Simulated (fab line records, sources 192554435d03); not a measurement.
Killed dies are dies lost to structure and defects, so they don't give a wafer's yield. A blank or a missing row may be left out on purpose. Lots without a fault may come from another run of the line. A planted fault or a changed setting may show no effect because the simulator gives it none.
Which tool did it? | flow n5_finfet | 10 lots, 30 wafers sampled, at 5 steps of a route of 1938

WHAT THE GAUGES READ, wafer by wafer
N5_FIN_SAQP_CD_MEAS_31: target cd 8 nm. Usual: cd_nm 8.09 nm, standard deviation 0.22.
lot  | measured    | on        | cd_nm (nm)     | flag
L240 | day 2 17:58 | cd_sem-02 | 7.81 8.32 7.84 |
L241 | day 2 19:09 | cd_sem-02 | 8.37 8.15 8.13 |
L243 | day 3 08:59 | cd_sem-01 | 8.24 8.23 8.32 |
L245 | day 3 20:53 | cd_sem-01 | 8.00 8.29 8.28 |
L247 | day 4 14:33 | cd_sem-01 | 7.78 8.24 8.10 |
L249 | day 4 20:43 | cd_sem-02 | 7.97 7.89 8.11 |
L251 | day 5 08:49 | cd_sem-03 | 7.87 8.09 8.09 |
L256 | day 6 16:51 | cd_sem-02 | 8.20 7.98 8.08 |
L260 | day 7 14:20 | cd_sem-03 | 8.17 7.88 7.85 |
L261 | day 7 19:37 | cd_sem-01 | 8.43 8.13 8.10 |

N5_FIN_SAQP_OCD_MEAS_76. Usual: trench_depth_nm 120.3 nm, standard deviation 2.
lot  | measured    | on     | trench_depth_nm (nm) | flag
L240 | day 2 18:31 | ocd-01 | 115.7 119.0 120.6    |
L241 | day 2 19:42 | ocd-02 | 120.8 118.4 121.5    |
L243 | day 3 09:32 | ocd-02 | 119.8 120.9 116.0    |
L245 | day 3 21:26 | ocd-02 | 120.5 120.6 120.4    |
L247 | day 4 15:09 | ocd-02 | 115.9 121.3 115.5    |
L249 | day 4 21:23 | ocd-01 | 120.8 121.1 121.5    |
L251 | day 5 09:23 | ocd-02 | 122.8 123.3 121.2    |
L256 | day 6 17:25 | ocd-01 | 118.5 122.0 121.0    |
L260 | day 7 14:54 | ocd-02 | 121.8 120.4 120.7    |
L261 | day 7 20:10 | ocd-01 | 119.3 120.4 120.3    |

N5_BEOL_M4_RC_MEAS_101. Usual: DIBL_N 36.0 mV/V, standard deviation 1.7; DIBL_P 35.8 mV/V, standard deviation 2; IOFF_N 0.15 nA/um, standard deviation 0.03; IOFF_P 0.20 nA/um, standard deviation 0.037; ION_N 670 uA/um, standard deviation 12; ION_P 460 uA/um, standard deviation 7.2; SS_N 71.5 mV/dec, standard deviation 0.68; SS_P 73.2 mV/dec, standard deviation 0.65; VT_N 250 mV, standard deviation 3.1; VT_P -251 mV, standard deviation 3.4.
lot  | measured     | on        | DIBL_N (mV/V)  | DIBL_P (mV/V)  | IOFF_N (nA/um) | IOFF_P (nA/um) | ION_N (uA/um) | ION_P (uA/um) | SS_N (mV/dec)  | SS_P (mV/dec)  | VT_N (mV)   | VT_P (mV)      | flag
L240 | day 8 12:48  | prober-01 | 34.3 35.8 36.6 | 33.3 34.4 34.3 | 0.12 0.15 0.15 | 0.16 0.17 0.16 | 668 677 646   | 456 457 440   | 71.9 72.1 72.3 | 72.0 72.7 72.8 | 251 247 252 | -252 -253 -253 |
L241 | day 8 09:44  | prober-02 | 38.8 37.2 36.9 | 39.1 37.0 35.8 | 0.20 0.16 0.14 | 0.28 0.22 0.21 | 671 664 667   | 463 459 460   | 72.0 71.6 72.1 | 74.1 72.7 73.2 | 246 249 250 | -244 -247 -250 |
L243 | day 9 08:49  | prober-02 | 33.1 35.5 34.2 | 33.7 36.5 35.5 | 0.12 0.16 0.14 | 0.15 0.18 0.18 | 662 666 682   | 454 449 469   | 71.1 71.8 71.3 | 73.2 73.2 72.5 | 252 248 251 | -255 -254 -255 |
L245 | day 9 17:07  | prober-01 | 35.7 35.9 37.4 | 36.3 36.5 38.2 | 0.16 0.15 0.19 | 0.19 0.20 0.23 | 681 674 689   | 459 467 471   | 71.7 72.2 73.0 | 72.8 74.3 73.7 | 247 252 248 | -252 -252 -251 |
L247 | day 10 15:08 | prober-02 | 36.1 35.6 36.9 | 34.8 35.0 34.9 | 0.18 0.16 0.18 | 0.23 0.23 0.23 | 668 691 671   | 458 471 458   | 71.5 71.1 72.4 | 73.4 73.6 73.5 | 247 248 250 | -249 -247 -247 |
L249 | day 11 03:55 | prober-01 | 36.8 37.1 38.4 | 34.2 35.8 37.2 | 0.14 0.15 0.17 | 0.19 0.21 0.24 | 658 674 674   | 453 468 468   | 71.7 72.0 71.9 | 73.1 72.4 74.4 | 256 251 250 | -252 -251 -248 |
L251 | day 11 15:01 | prober-01 | 36.2 35.2 35.0 | 35.7 35.6 34.7 | 0.14 0.14 0.12 | 0.19 0.20 0.18 | 658 684 655   | 453 470 460   | 71.2 71.1 70.1 | 72.7 73.4 72.7 | 252 250 254 | -252 -250 -251 |
L256 | day 12 10:33 | prober-01 | 37.5 34.2 33.3 | 38.7 34.3 33.9 | 0.19 0.12 0.11 | 0.21 0.15 0.14 | 678 670 655   | 456 455 443   | 72.3 71.8 71.4 | 73.8 73.0 72.8 | 251 255 255 | -252 -259 -259 |
L260 | day 13 17:25 | prober-02 | 34.7 35.7 37.3 | 33.1 35.3 35.7 | 0.14 0.15 0.17 | 0.17 0.20 0.21 | 671 684 665   | 462 465 457   | 71.1 70.8 71.3 | 72.5 73.3 72.6 | 248 247 248 | -253 -252 -250 |
L261 | day 14 05:07 | prober-02 | 36.1 32.9 36.1 | 37.4 33.9 37.3 | 0.16 0.12 0.16 | 0.21 0.17 0.20 | 685 672 681   | 467 457 460   | 71.8 70.4 71.1 | 73.0 72.3 73.9 | 251 252 249 | -252 -252 -253 |

WHICH TOOL RAN EACH LOT (tool, then ch and the chambers of the sampled wafers, then the start)
lot  | N5_FIN_SAQP_MANDREL2_REMOVE_60  | N5_FIN_CUT_COAT_29
L240 | rie_si-04 ch 1,3, day 2 17:51   | litho_track-04 ch 0, day 2 18:35
L241 | rie_si-02 ch 0,1, day 2 19:02   | litho_track-05 ch 0, day 2 19:46
L243 | rie_si-04 ch 1,2,3, day 3 08:52 | litho_track-05 ch 0, day 3 09:36
L245 | rie_si-04 ch 0,1,3, day 3 20:46 | litho_track-05 ch 0, day 3 21:30
L247 | rie_si-02 ch 0,1,2, day 4 14:27 | litho_track-04 ch 0, day 4 15:13
L249 | rie_si-06 ch 0,2, day 4 20:36   | litho_track-05 ch 0, day 4 21:27
L251 | rie_si-02 ch 2,3, day 5 08:43   | litho_track-03 ch 0, day 5 09:27
L256 | rie_si-06 ch 0,1,2, day 6 16:44 | litho_track-04 ch 0, day 6 17:29
L260 | rie_si-02 ch 0,1, day 7 14:13   | litho_track-04 ch 0, day 7 14:58
L261 | rie_si-02 ch 0,1, day 7 19:30   | litho_track-03 ch 0, day 7 20:14
- N5_FIN_SAQP_MANDREL2_REMOVE_60: chemistry HBr/Cl2/O2, target a-Si, stops on SiNx, bt time 10 s.
- N5_FIN_CUT_COAT_29: time 60 s, resist thk 10 nm.

WHAT THE TOOLS THEMSELVES READ (means of the sampled wafers that have a number; where no wafer has one, the mark that the record gives instead)
N5_FIN_SAQP_MANDREL2_REMOVE_60. Usual: HBr_flow_sccm 150.0 sccm, standard deviation 0.42; O2_flow_sccm 4.998 sccm, standard deviation 0.015; drypump_motor_current_A 5.77 A, standard deviation 0.28; oes_product_au 0.999 a.u., standard deviation 0.016; throttle_valve_pct 36.63 %, standard deviation 0.28.
lot  | tool      | HBr_flow_sccm (sccm) | O2_flow_sccm (sccm) | drypump_motor_current_A (A) | oes_product_au (a.u.) | throttle_valve_pct (%) | flag
L240 | rie_si-04 | 149.7                | 4.991               | 5.60                        | 0.999                 | 36.50                  |
L241 | rie_si-02 | 150.2                | 5.000               | 5.48                        | 0.985                 | 37.01                  |
L243 | rie_si-04 | 150.1                | 5.005               | 5.78                        | 1.008                 | 36.62                  |
L245 | rie_si-04 | 149.5                | 4.993               | 5.66                        | 0.995                 | 36.49                  |
L247 | rie_si-02 | 149.8                | 5.016               | 5.70                        | 0.982                 | 36.80                  |
L249 | rie_si-06 | 150.4                | 4.986               | 6.15                        | 1.010                 | 36.50                  |
L251 | rie_si-02 | 150.3                | 5.002               | 5.69                        | 0.990                 | 36.51                  |
L256 | rie_si-06 | 149.6                | 4.987               | 5.96                        | 1.008                 | 36.51                  |
L260 | rie_si-02 | 149.5                | 5.010               | 5.73                        | 0.977                 | 36.77                  |
L261 | rie_si-02 | 149.8                | 5.003               | 5.74                        | 0.979                 | 36.76                  |

N5_FIN_CUT_COAT_29. Usual: spin_speed_rpm 1500.0 rpm, standard deviation 0.93.
lot  | tool           | spin_speed_rpm (rpm) | flag
L240 | litho_track-04 | 1500.2               |
L241 | litho_track-05 | 1500.3               |
L243 | litho_track-05 | 1499.7               |
L245 | litho_track-05 | 1499.6               |
L247 | litho_track-04 | 1500.2               |
L249 | litho_track-05 | 1499.6               |
L251 | litho_track-03 | 1499.7               |
L256 | litho_track-04 | 1554.8               | OFF
L260 | litho_track-04 | 1553.8               | OFF
L261 | litho_track-03 | 1499.9               |

THE ANSWER, worked out from the rows above alone
Rule: a lot is off if the mean of its wafers that have a number lies more than 3 standard deviations from the usual mean. A lot without any number at a reading at which 4 lots or more have one is off too. The other lots that the step has rows for count as sound. The gauges are gone through in route order, then the tools' own readings, and for those a lot's mean is taken as printed above. The first step at which some lot is off is used, and at that step the reading that is off furthest; a lot without a number counts as furthest.
Off: L256, L260, at N5_FIN_CUT_COAT_29 (spin_speed_rpm).
A tool fits if, at that step or a process step before it, it ran every lot that is off, and no sound lot after the first of them. One fits: litho_track-04 at N5_FIN_CUT_COAT_29. Its last sound lot is L247 (day 4 15:13), its first lot that is off L256 (day 6 17:29): a fault that began between those two fits.
The tool's own readings at N5_FIN_CUT_COAT_29 bear it out: on the lots that are off they differ by more than 5 times the standard deviation of the sound lots' means. spin_speed_rpm reads 1554.3 rpm there against 1499.9 rpm on the sound lots.

WHAT THE SIMULATOR HAD PUT IN
Process parameter drift: litho_track-04, from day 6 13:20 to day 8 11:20, at N5_FIN_CUT_COAT_29. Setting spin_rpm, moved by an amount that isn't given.
Lots struck among those shown: L256, L260. The rule above found the same.
